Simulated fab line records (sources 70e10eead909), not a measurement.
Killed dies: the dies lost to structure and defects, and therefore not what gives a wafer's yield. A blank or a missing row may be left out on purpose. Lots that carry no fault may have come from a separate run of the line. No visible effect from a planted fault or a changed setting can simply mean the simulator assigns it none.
fab line records + flow nand-harc
[record]
- lots = 6
- wafers = 18
- last-day = 24
route steps=1159 shown A_CONTACT@937
lots that met no fault: from a run of the same line without faults
start-h: hours from the record's opening day to when the first of the lot's shown wafers began + wait-h: hours elapsed since this lot's preceding step + " as in the row above + L1.1+2: several wafers, shown together as one row + - either no value or no given start + * or withheld: withheld + < > ~ a bound
route shown NAME@n: a module of which the file shows steps, and the number in the route of the first + usual: mean/standard deviation taken from wafers without a fault + same: alike in all rows + chamber/n: place in a boat + sites: readings site by site + _std_site: standard deviation of those values + _edge_site: the outer-site mean with the inner-site mean subtracted + radius-mm: how far each site lies from the wafer's centre + mask NAME#n: copy n + behind: the last tool/chamber to shape the wafer + hold: why the lot was held/for how many hours/how that ended + device: transistor that didn't switch, given as n, p or np + end of line: the route-end tests of the same wafers + step lacking rows: just its recipe + killed: count of dies lost to structure and defects at first sort (not the wafer's yield) + map: dies across one wafer; x = killed, . = not, _ = none there
set.NAME: the run value of the setting; set.NAME@STEP: its run value at that earlier step + model.NAME: the simulator's own value behind a step, which no gauge read
lots at some steps of the route; a table a step, a row a wafer
services: when a tool's chamber went out of use (start-h, in hours from the record's first day, below 0 if earlier), for how many hours, and the reason
[[steps]]
[step NHARC_A_CONTACT_INSPECT_10]
[usual]
- raw-defect-count = 29/16
| lot.wafer | tool              | chamber | start-h | wait-h | raw-defect-count |
|-----------|-------------------|---------|---------|--------|------------------|
| L319.2    | defect-inspect-01 | -       | 417.98  | 0.0    | 22               |
| L319.4    | "                 | -       | "       | "      | 22               |
| L319.5    | "                 | -       | "       | "      | 17               |
| L326.1    | defect-inspect-02 | -       | 434.89  | 0.0    | 30               |
| L326.2    | "                 | -       | "       | "      | 14               |
| L326.6    | "                 | -       | "       | "      | 25               |
| L328.2    | defect-inspect-02 | -       | 452.17  | 0.0    | 36               |
| L328.3    | "                 | -       | "       | "      | 43               |
| L328.4    | "                 | -       | "       | "      | 35               |
| L330.1    | defect-inspect-01 | -       | 466.25  | 0.0    | 47               |
| L330.4    | "                 | -       | "       | "      | 33               |
| L330.5    | "                 | -       | "       | "      | 30               |
| L340.2    | defect-inspect-02 | -       | 505.96  | 0.0    | 52               |
| L340.3    | "                 | -       | "       | "      | 27               |
| L340.5    | "                 | -       | "       | "      | 25               |
| L338.1    | defect-inspect-02 | -       | 513.31  | 0.0    | 36               |
| L338.4    | "                 | -       | "       | "      | 42               |
| L338.6    | "                 | -       | "       | "      | 41               |
[step NHARC_A_CONTACT_DESCUM_13]
[recipe]
- time-s = 3
- o2-flow-sccm = 200
- ar-flow-sccm = 0
- bias-power-w = 0
- chemistry = O2
[step NHARC_A_CONTACT_ETCH_88]
[recipe]
- target-depth-a = 390
- over-etch-frac = 0.3
- time-s = 65
- ion-energy-ev = 80
- cf4-flow-sccm = 150
- ar-flow-sccm = 0
- rf-w = 300
- bias-w = 100
- chemistry = CF4
[step NHARC_A_CONTACT_ETCH_89]
[recipe]
- target-depth-a = 2600
- over-etch-frac = 0.3
- time-s = 475.3
- ion-energy-ev = 200
- n2-flow-sccm = 150
- h2-flow-sccm = 150
- ar-flow-sccm = 0
- rf-w = 400
- bias-w = 150
- chemistry = N2/H2
[usual]
- bias-w = 150.0/0.42
- chamber-pressure-mTorr = 29.997/0.03
- drypump-motor-current-A = 6.0/0.46
- oes-product-au = 0.999/0.0068
- rf-fwd-power-W = 399.3/1.2
- rf-vpp-V = 430.8/2.2
- run-length-s = 496.5/0.4
- showerhead-plenum-p-Torr = 2.05/0.079
- throttle-valve-pct = 14.171/0.0087
| lot.wafer | tool        | chamber | start-h | wait-h | bias-w | chamber-pressure-mTorr | drypump-motor-current-A | oes-product-au | rf-fwd-power-W | rf-hours-counter-h | rf-vpp-V | run-length-s | showerhead-plenum-p-Torr | throttle-valve-pct |
|-----------|-------------|---------|---------|--------|--------|------------------------|-------------------------|----------------|----------------|--------------------|----------|--------------|--------------------------|--------------------|
| L319.4    | rie-diel-07 | 1       | -       | -      | 149.7  | 29.998                 | 4.8                     | 0.994          | 401.9          | 1                  | 430.4    | 496.5        | 2.06                     | 14.182             |
| L319.2    | "           | 2       | "       | "      | 150.2  | 30.031                 | 5.1                     | 1.001          | 398.6          | 1                  | 430.9    | 496.8        | 2.04                     | 14.166             |
| L319.5    | "           | 3       | "       | "      | 150.4  | 30.028                 | 5.8                     | 1.006          | 398.3          | -                  | 427.3    | 496.5        | 1.89                     | 14.156             |
| L326.1    | rie-diel-08 | 3       | -       | -      | 150.5  | 29.940                 | 6.3                     | 1.005          | 398.6          | 49                 | 432.2    | 496.4        | 2.08                     | 14.176             |
| L326.2    | "           | 0       | "       | "      | 150.1  | 30.026                 | 6.0                     | 0.998          | 398.7          | 48                 | 431.0    | 497.0        | 2.10                     | 14.182             |
| L326.6    | "           | 2       | "       | "      | 149.8  | 29.978                 | 6.3                     | 0.994          | 402.0          | -                  | 425.9    | 496.8        | 1.89                     | 14.177             |
| L328.3    | rie-diel-08 | 3       | -       | -      | 150.4  | 30.008                 | 6.3                     | 1.008          | 399.1          | 56                 | 432.1    | 496.4        | 2.08                     | 14.170             |
| L328.4    | "           | 1       | "       | "      | 150.0  | 29.989                 | 6.5                     | 1.005          | 398.0          | 57                 | 429.6    | 496.2        | 2.07                     | 14.193             |
| L328.2    | "           | 2       | "       | "      | 149.6  | 30.034                 | 6.3                     | 0.990          | 396.4          | 59                 | 426.2    | 497.1        | 1.88                     | 14.159             |
| L330.4    | rie-diel-09 | 1       | -       | -      | 149.8  | 30.022                 | 6.0                     | 0.990          | 398.7          | 4                  | 428.4    | 496.5        | 1.96                     | 14.182             |
| L330.1    | "           | 2       | "       | "      | 149.9  | 29.938                 | 6.1                     | 0.994          | 399.7          | 4                  | 432.2    | 496.7        | 2.11                     | 14.169             |
| L330.5    | "           | 2       | "       | "      | 149.9  | 30.058                 | 6.1                     | 0.991          | 402.0          | -                  | 432.5    | 497.0        | 2.11                     | 14.166             |
| L340.3    | rie-diel-08 | 2       | -       | -      | 150.1  | 29.972                 | 6.3                     | 0.994          | 400.1          | 8                  | 435.7    | 496.4        | 2.22                     | 14.162             |
| L340.2    | "           | 0       | "       | "      | 150.1  | 30.003                 | 6.0                     | 0.985          | 399.1          | 7                  | 431.8    | 496.5        | 2.09                     | 14.164             |
| L340.5    | "           | 2       | "       | "      | 150.0  | 30.019                 | 6.3                     | 1.009          | 397.8          | -                  | 433.3    | 497.2        | 2.22                     | 14.185             |
| L338.1    | rie-diel-08 | 1       | -       | -      | 149.6  | 29.987                 | 6.4                     | 1.007          | 400.3          | 12                 | 432.1    | 496.2        | 2.06                     | 14.175             |
| L338.4    | "           | 2       | "       | "      | 150.6  | 29.974                 | 6.3                     | 0.995          | 397.8          | 13                 | 434.3    | 496.7        | 2.21                     | 14.171             |
| L338.6    | "           | 3       | "       | "      | 150.0  | 30.010                 | 6.3                     | 0.996          | 399.2          | -                  | 431.6    | 496.5        | 2.07                     | 14.182             |
[step NHARC_A_CONTACT_ETCH_30]
[recipe]
- target-depth-a = 605
- time-s = 30.2
- cf4-flow-sccm = 100
- chf3-flow-sccm = 30
- ar-flow-sccm = 0
- rf-w = 500
- bias-w = 200
- chemistry = CF4/CHF3
[usual]
- bias-w = 200.0/0.61
- chamber-pressure-mTorr = 24.999/0.023
- drypump-motor-current-A = 6.0/0.46
- oes-product-au = 0.935/0.019
- rf-fwd-power-W = 491.6/2.8
- rf-vpp-V = 370.8/2.1
- run-length-s = 51.4/0.44
- showerhead-plenum-p-Torr = 1.58/0.058
- throttle-valve-pct = 16.801/0.009
| lot.wafer | tool        | chamber | start-h | wait-h | bias-w | chamber-pressure-mTorr | drypump-motor-current-A | oes-product-au | rf-fwd-power-W | rf-hours-counter-h | rf-vpp-V | run-length-s | showerhead-plenum-p-Torr | throttle-valve-pct |
|-----------|-------------|---------|---------|--------|--------|------------------------|-------------------------|----------------|----------------|--------------------|----------|--------------|--------------------------|--------------------|
| L319.4    | rie-diel-07 | 1       | -       | -      | 200.2  | 25.034                 | 4.8                     | 0.981          | 495.8          | 1                  | 370.2    | 51.4         | 1.59                     | 16.800             |
| L319.2    | "           | 0       | "       | "      | 200.1  | 24.984                 | 4.8                     | 0.966          | 491.5          | 1                  | 375.2    | 52.0         | 1.68                     | 16.790             |
| L319.5    | "           | 1       | "       | "      | 199.9  | 25.006                 | 4.8                     | 0.969          | 495.2          | -                  | 370.7    | 51.5         | 1.59                     | 16.802             |
| L326.1    | rie-diel-08 | 1       | -       | -      | 199.5  | 24.982                 | 6.5                     | 0.927          | 489.4          | 50                 | 371.8    | 51.3         | 1.60                     | 16.802             |
| L326.2    | "           | 0       | "       | "      | 200.2  | 24.997                 | 6.0                     | 0.929          | 489.9          | 48                 | 371.7    | 51.1         | 1.61                     | 16.805             |
| L326.6    | "           | 1       | "       | "      | 200.2  | 25.005                 | 6.5                     | 0.929          | 489.8          | -                  | 371.5    | 51.0         | 1.60                     | 16.800             |
| L328.2    | rie-diel-08 | 2       | -       | -      | 201.1  | 24.997                 | 6.3                     | 0.926          | 490.9          | 60                 | 366.1    | 51.7         | 1.46                     | 16.806             |
| L328.3    | "           | 3       | "       | "      | 199.4  | 25.013                 | 6.3                     | 0.935          | 491.2          | 56                 | 370.8    | 51.5         | 1.60                     | 16.805             |
| L328.4    | "           | 0       | "       | "      | 200.3  | 25.049                 | 5.9                     | 0.922          | 490.1          | 54                 | 370.8    | 51.7         | 1.61                     | 16.811             |
| L330.1    | rie-diel-09 | 1       | -       | -      | 200.2  | 24.986                 | 6.0                     | 0.926          | 490.6          | 4                  | 369.3    | 51.7         | 1.52                     | 16.800             |
| L330.4    | "           | 0       | "       | "      | 200.2  | 25.027                 | 5.5                     | 0.923          | 492.1          | 3                  | 370.4    | 50.5         | 1.62                     | 16.807             |
| L330.5    | "           | 2       | "       | "      | 199.0  | 25.032                 | 6.1                     | 0.920          | 486.1          | -                  | 371.5    | 51.8         | 1.62                     | 16.792             |
| L340.2    | rie-diel-08 | 0       | -       | -      | 199.1  | 24.983                 | 6.0                     | 0.933          | 492.5          | 8                  | 372.0    | 51.5         | 1.61                     | 16.800             |
| L340.3    | "           | 1       | "       | "      | 199.5  | 24.982                 | 6.5                     | 0.928          | 492.5          | 8                  | 371.7    | 51.1         | 1.59                     | 16.811             |
| L340.5    | "           | 0       | "       | "      | 200.9  | 24.975                 | 6.0                     | 0.927          | 493.0          | -                  | 371.1    | 51.2         | 1.61                     | 16.796             |
| L338.4    | rie-diel-08 | 2       | -       | -      | 200.4  | 24.996                 | 6.3                     | 0.930          | 490.6          | 13                 | 374.9    | 51.6         | 1.70                     | 16.804             |
| L338.1    | "           | 1       | "       | "      | 200.6  | 25.019                 | 6.5                     | 0.922          | 491.4          | 12                 | 370.8    | 51.8         | 1.59                     | 16.804             |
| L338.6    | "           | 3       | "       | "      | 200.8  | 25.025                 | 6.3                     | 0.934          | 492.3          | -                  | 371.6    | 51.6         | 1.60                     | 16.791             |
[step NHARC_A_CONTACT_ETCH_31]
[recipe]
- target-depth-a = 20000
- over-etch-frac = 0.3
- time-s = 520
- ion-energy-ev = 150
- o2-flow-sccm = 400
- cos-flow-sccm = 20
- ar-flow-sccm = 0
- rf-w = 500
- bias-w = 300
- chemistry = O2/COS
[step NHARC_A_CONTACT_ETCH_134]
[recipe]
- source-w = withheld
- pressure-mtorr = 20
- bias-v = withheld
- time-s = 140
- target-depth-a = 7000
- ar-flow-sccm = withheld
- c4f8-flow-sccm = withheld
- o2-flow-sccm = withheld
- chemistry = C4F8/O2/Ar
[step NHARC_A_CONTACT_ETCH_135]
[recipe]
- source-w = withheld
- pressure-mtorr = 20
- bias-v = 3000
- time-s = 132
- target-depth-a = 12870
- ar-flow-sccm = withheld
- c4f8-flow-sccm = withheld
- o2-flow-sccm = withheld
- chemistry = C4F8/O2/Ar
[step NHARC_A_CONTACT_ETCH_136]
[recipe]
- source-w = withheld
- pressure-mtorr = 20
- bias-v = 3000
- time-s = 132
- target-depth-a = 12870
- ar-flow-sccm = withheld
- c4f8-flow-sccm = withheld
- o2-flow-sccm = withheld
- chemistry = C4F8/O2/Ar
[usual]
- chamber-pressure-mTorr = 20.002/0.019
- run-length-s = 132/0
| lot.wafer | tool            | chamber | start-h | wait-h | chamber-pressure-mTorr | rf-hours-counter-h | run-length-s |
|-----------|-----------------|---------|---------|--------|------------------------|--------------------|--------------|
| L319.2    | har-cap-etch-01 | 1       | 419.46  | 0.1    | 20.003                 | 65                 | 132          |
| L319.4    | "               | 0       | "       | "      | 20.003                 | -                  | 132          |
| L319.5    | "               | 1       | "       | "      | 20.010                 | -                  | 132          |
| L326.1    | har-cap-etch-02 | 0       | 436.92  | 0.1    | 19.987                 | 20                 | 132          |
| L326.2    | "               | 1       | "       | "      | 20.001                 | 20                 | 132          |
| L326.6    | "               | 1       | "       | "      | 19.983                 | -                  | 132          |
| L328.2    | har-cap-etch-01 | 0       | 453.74  | 0.1    | 19.985                 | 72                 | 132          |
| L328.4    | "               | 1       | "       | "      | 19.997                 | -                  | 132          |
| L328.3    | "               | 0       | "       | "      | 20.001                 | -                  | 132          |
| L330.1    | har-cap-etch-03 | 0       | 467.74  | 0.1    | 20.014                 | 100                | 132          |
| L330.4    | "               | 1       | "       | "      | 19.996                 | -                  | 132          |
| L330.5    | "               | 0       | "       | "      | 19.999                 | -                  | 132          |
| L340.2    | har-cap-etch-02 | 0       | 507.65  | 0.1    | 20.022                 | 33                 | 132          |
| L340.3    | "               | 0       | "       | "      | 19.986                 | -                  | 132          |
| L340.5    | "               | 0       | "       | "      | 20.008                 | -                  | 132          |
| L338.1    | har-cap-etch-02 | 1       | 514.85  | 0.1    | 19.985                 | 35                 | 132          |
| L338.4    | "               | 0       | "       | "      | 19.982                 | -                  | 132          |
| L338.6    | "               | 0       | "       | "      | 20.003                 | -                  | 132          |
[step NHARC_A_CONTACT_ETCH_137]
[recipe]
- source-w = withheld
- pressure-mtorr = 20
- bias-v = 3000
- time-s = 132
- target-depth-a = 12870
- ar-flow-sccm = withheld
- c4f8-flow-sccm = withheld
- o2-flow-sccm = withheld
- chemistry = C4F8/O2/Ar
[usual]
- chamber-pressure-mTorr = 19.999/0.017
- run-length-s = 132/0
| lot.wafer | tool            | chamber | start-h | wait-h | chamber-pressure-mTorr | rf-hours-counter-h | run-length-s |
|-----------|-----------------|---------|---------|--------|------------------------|--------------------|--------------|
| L319.2    | har-cap-etch-01 | 1       | 419.58  | 0.1    | 19.979                 | 65                 | 132          |
| L319.4    | "               | 0       | "       | "      | 19.997                 | -                  | 132          |
| L319.5    | "               | 1       | "       | "      | 20.006                 | -                  | 132          |
| L326.1    | har-cap-etch-02 | 0       | 437.05  | 0.1    | 19.995                 | 20                 | 132          |
| L326.2    | "               | 1       | "       | "      | 20.019                 | 20                 | 132          |
| L326.6    | "               | 1       | "       | "      | 20.000                 | -                  | 132          |
| L328.2    | har-cap-etch-01 | 0       | 453.86  | 0.1    | 19.976                 | 72                 | 132          |
| L328.4    | "               | 1       | "       | "      | 20.002                 | -                  | 132          |
| L328.3    | "               | 0       | "       | "      | 20.003                 | -                  | 132          |
| L330.1    | har-cap-etch-03 | 0       | 467.91  | 0.1    | 20.023                 | 100                | 132          |
| L330.4    | "               | 1       | "       | "      | 20.003                 | -                  | 132          |
| L330.5    | "               | 0       | "       | "      | 20.019                 | -                  | 132          |
| L340.2    | har-cap-etch-02 | 0       | 507.77  | 0.1    | 20.001                 | 34                 | 132          |
| L340.3    | "               | 0       | "       | "      | 19.996                 | -                  | 132          |
| L340.5    | "               | 0       | "       | "      | 19.981                 | -                  | 132          |
| L338.1    | har-cap-etch-02 | 1       | 514.98  | 0.1    | 20.013                 | 35                 | 132          |
| L338.4    | "               | 0       | "       | "      | 19.990                 | -                  | 132          |
| L338.6    | "               | 0       | "       | "      | 19.980                 | -                  | 132          |
[step NHARC_A_CONTACT_ETCH_138]
[recipe]
- source-w = withheld
- pressure-mtorr = 20
- bias-v = 3000
- time-s = 132
- target-depth-a = 12890
- ar-flow-sccm = withheld
- c4f8-flow-sccm = withheld
- o2-flow-sccm = withheld
- chemistry = C4F8/O2/Ar
[usual]
- chamber-pressure-mTorr = 20.000/0.019
- run-length-s = 132/0
| lot.wafer | tool            | chamber | start-h | wait-h | chamber-pressure-mTorr | rf-hours-counter-h | run-length-s |
|-----------|-----------------|---------|---------|--------|------------------------|--------------------|--------------|
| L319.2    | har-cap-etch-01 | 1       | 419.70  | 0.1    | 20.015                 | 66                 | 132          |
| L319.4    | "               | 0       | "       | "      | 20.019                 | -                  | 132          |
| L319.5    | "               | 1       | "       | "      | 19.999                 | -                  | 132          |
| L326.1    | har-cap-etch-02 | 0       | 437.17  | 0.1    | 20.013                 | 20                 | 132          |
| L326.2    | "               | 1       | "       | "      | 20.014                 | 20                 | 132          |
| L326.6    | "               | 1       | "       | "      | 20.023                 | -                  | 132          |
| L328.2    | har-cap-etch-01 | 0       | 453.99  | 0.1    | 19.972                 | 72                 | 132          |
| L328.4    | "               | 1       | "       | "      | 20.015                 | -                  | 132          |
| L328.3    | "               | 0       | "       | "      | 20.041                 | -                  | 132          |
| L330.1    | har-cap-etch-03 | 0       | 468.07  | 0.1    | 19.961                 | 100                | 132          |
| L330.4    | "               | 1       | "       | "      | 20.014                 | -                  | 132          |
| L330.5    | "               | 0       | "       | "      | 20.016                 | -                  | 132          |
| L340.2    | har-cap-etch-02 | 0       | 507.90  | 0.1    | 19.987                 | 34                 | 132          |
| L340.3    | "               | 0       | "       | "      | 19.994                 | -                  | 132          |
| L340.5    | "               | 0       | "       | "      | 19.995                 | -                  | 132          |
| L338.1    | har-cap-etch-02 | 1       | 515.10  | 0.1    | 20.009                 | 36                 | 132          |
| L338.4    | "               | 0       | "       | "      | 19.980                 | -                  | 132          |
| L338.6    | "               | 0       | "       | "      | 19.987                 | -                  | 132          |
[step NHARC_A_CONTACT_ETCH_139]
[recipe]
- source-w = withheld
- pressure-mtorr = 20
- bias-v = 400
- time-s = 137
- target-depth-a = 5900
- ar-flow-sccm = withheld
- c4f8-flow-sccm = 11.5
- o2-flow-sccm = 7.2
- chemistry = C4F8/O2/Ar
[step NHARC_A_CONTACT_ETCH_92]
[recipe]
- target-depth-a = 400
- over-etch-frac = 0.5
- time-s = 85.7
- ion-energy-ev = 120
- ch3f-flow-sccm = 50
- o2-flow-sccm = 30
- ar-flow-sccm = 200
- rf-w = 500
- bias-w = 100
- chemistry = CH3F/O2
[usual]
- bias-w = 99.98/0.27
- ch3f-flow-sccm = 50.02/0.14
- chamber-pressure-mTorr = 25.001/0.026
- drypump-motor-current-A = 5.8/0.55
- oes-product-au = 0.934/0.026
- rf-fwd-power-W = 496.0/2
- rf-vpp-V = 244.3/1.6
- run-length-s = 106.9/0.47
- showerhead-plenum-p-Torr = 2.46/0.097
- throttle-valve-pct = 20.662/0.0087
| lot.wafer | tool        | chamber | start-h | wait-h | bias-w | ch3f-flow-sccm | chamber-pressure-mTorr | drypump-motor-current-A | oes-product-au | rf-fwd-power-W | rf-hours-counter-h | rf-vpp-V | run-length-s | showerhead-plenum-p-Torr | throttle-valve-pct |
|-----------|-------------|---------|---------|--------|--------|----------------|------------------------|-------------------------|----------------|----------------|--------------------|----------|--------------|--------------------------|--------------------|
| L319.2    | rie-diel-08 | 1       | 420.23  | 0.3    | 99.64  | 49.91          | 25.048                 | 6.5                     | 1.008          | 498.1          | 44                 | 244.9    | 107.0        | 2.50                     | 20.663             |
| L319.4    | "           | 2       | "       | "      | 100.31 | 49.84          | 25.004                 | 6.3                     | 1.006          | 494.7          | 44                 | 240.6    | 107.2        | 2.29                     | 20.649             |
| L319.5    | "           | 0       | "       | "      | 99.70  | 49.98          | 24.997                 | 6.0                     | 0.995          | 496.4          | -                  | 244.3    | 107.0        | 2.53                     | 20.666             |
| L326.1    | rie-diel-08 | 0       | 437.72  | 0.4    | 100.13 | 49.97          | 25.025                 | 5.9                     | 0.918          | 498.9          | 49                 | 246.8    | 106.8        | 2.52                     | 20.658             |
| L326.2    | "           | 2       | "       | "      | -      | 49.90          | 25.001                 | 6.3                     | 0.924          | -              | 52                 | 241.8    | 77.9         | 2.28                     | 20.659             |
| L326.6    | "           | 3       | "       | "      | 99.73  | 49.90          | 25.006                 | 6.3                     | 0.935          | 493.7          | -                  | 245.1    | 106.5        | 2.51                     | 20.666             |
| L328.3    | rie-diel-08 | 0       | 454.49  | 0.3    | 100.03 | 50.15          | 25.031                 | 6.0                     | 0.925          | 494.7          | 55                 | 243.7    | 106.7        | 2.52                     | 20.656             |
| L328.2    | "           | 1       | "       | "      | -      | 50.33          | 25.021                 | 6.4                     | 0.925          | -              | 58                 | 244.3    | 76.8         | 2.50                     | 20.667             |
| L328.4    | "           | 2       | "       | "      | -      | 49.86          | 24.962                 | 6.3                     | 0.923          | -              | 60                 | 242.1    | 77.1         | 2.28                     | 20.671             |
| L330.4    | rie-diel-09 | 0       | 468.71  | 0.3    | 100.22 | 50.03          | 24.981                 | 5.5                     | 0.926          | 499.9          | 4                  | 244.7    | 105.9        | 2.53                     | 20.660             |
| L330.1    | "           | 2       | "       | "      | 99.90  | 50.05          | 25.078                 | 6.1                     | 0.918          | 493.1          | 5                  | 245.8    | 107.2        | 2.54                     | 20.670             |
| L330.5    | "           | 1       | "       | "      | 99.98  | 50.22          | 25.006                 | 6.0                     | 0.918          | 496.8          | -                  | 243.8    | 106.9        | 2.37                     | 20.679             |
| L340.3    | rie-diel-09 | 1       | 508.40  | 0.3    | 100.20 | 49.93          | 25.050                 | 6.0                     | 0.917          | 493.9          | 12                 | 243.5    | 106.7        | 2.37                     | 20.658             |
| L340.2    | "           | 2       | "       | "      | 99.88  | 49.94          | 24.988                 | 6.1                     | 0.916          | 491.9          | 12                 | 247.2    | 107.3        | 2.53                     | 20.655             |
| L340.5    | "           | 2       | "       | "      | 99.54  | 49.93          | 24.992                 | 6.1                     | 0.915          | 490.5          | -                  | 246.5    | 107.3        | 2.53                     | 20.654             |
| L338.1    | rie-diel-09 | 1       | 515.64  | 0.4    | 99.76  | 49.84          | 24.979                 | 6.0                     | 0.914          | 493.7          | 15                 | 242.7    | 106.9        | 2.36                     | 20.672             |
| L338.6    | "           | 3       | "       | "      | 99.90  | 49.94          | 24.993                 | 6.3                     | 0.917          | 499.0          | -                  | 243.4    | 106.5        | 2.40                     | 20.658             |
| L338.4    | "           | 1       | "       | "      | 100.22 | 50.20          | 25.003                 | 6.0                     | 0.919          | 495.1          | -                  | 244.3    | 106.7        | 2.36                     | 20.657             |
[step NHARC_A_CONTACT_ETCH_98]
[recipe]
- target-depth-a = 200
- over-etch-frac = 0.5
- time-s = 10
- ion-energy-ev = 250
- c4f6-flow-sccm = 25
- o2-flow-sccm = 20
- ar-flow-sccm = 500
- rf-w = 600
- bias-w = 500
- chemistry = C4F6/O2
[[services]]
| tool            | chamber | start-h | hours | kind       |
|-----------------|---------|---------|-------|------------|
| har-cap-etch-03 | -       | 394.39  | 0.1   | repair     |
| rie-diel-07     | -       | 406.41  | 9.0   | pm         |
| rie-diel-08     | 0       | 409.98  | -     | clean      |
| rie-diel-08     | 1       | 409.98  | -     | clean      |
| rie-diel-08     | 2       | 409.98  | -     | clean      |
| rie-diel-08     | 3       | 409.98  | -     | clean      |
| rie-diel-09     | 1       | 412.88  | 7.5   | repair     |
| rie-diel-09     | -       | 431.13  | 9.0   | pm         |
| rie-diel-08     | 0       | 434.48  | -     | clean      |
| rie-diel-08     | 1       | 434.48  | -     | clean      |
| rie-diel-08     | 2       | 434.48  | -     | clean      |
| rie-diel-08     | 3       | 434.48  | -     | clean      |
| rie-diel-08     | 0       | 459.02  | -     | clean      |
| rie-diel-08     | 1       | 459.02  | -     | clean      |
| rie-diel-08     | 2       | 459.02  | -     | clean      |
| rie-diel-08     | 3       | 459.02  | -     | clean      |
| rie-diel-08     | -       | 478.81  | 9.0   | pm         |
| rie-diel-08     | 0       | 478.81  | 9.0   | vent-cycle |
| rie-diel-08     | 1       | 478.81  | 9.0   | vent-cycle |
| rie-diel-08     | 2       | 478.81  | 9.0   | vent-cycle |
| rie-diel-08     | 3       | 478.81  | 9.0   | vent-cycle |
| rie-diel-09     | 2       | 479.59  | 2.0   | repair     |
| rie-diel-08     | 0       | 487.81  | -     | clean      |
| rie-diel-09     | 2       | 508.61  | 36.4  | repair     |
[[key]]
[first-sign]
- step = NHARC_A_CONTACT_ETCH_92
- reading = run-length-s
- direction = down
- sigmas = 63
- usual = *
- struck = *
effect none on later readings
met-at NHARC_A_CONTACT_ETCH_92
struck-wafers L326.2,L328.2,L328.4
tester-left-out L326,L328
onset-between 420.23 437.72
[fault]
- kind = process-parameter-drift
- tool = rie-diel-08
- chamber = -
- onset-h = 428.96
- steps = NHARC_A_CONTACT_ETCH_92
- channel = time-s
- offset = *
- shape = step
- end-h = 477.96
- scope = struck-wafers-only
- acts-in = *
- stated = *
// tester-left-out: of these lots the tester's yield and bins aren't shown, on N5 and GAA mostly nor the transistor test; their killed dies are dies lost to structure and defects alone, not to doping, threshold or leakage, so they don't give the yield
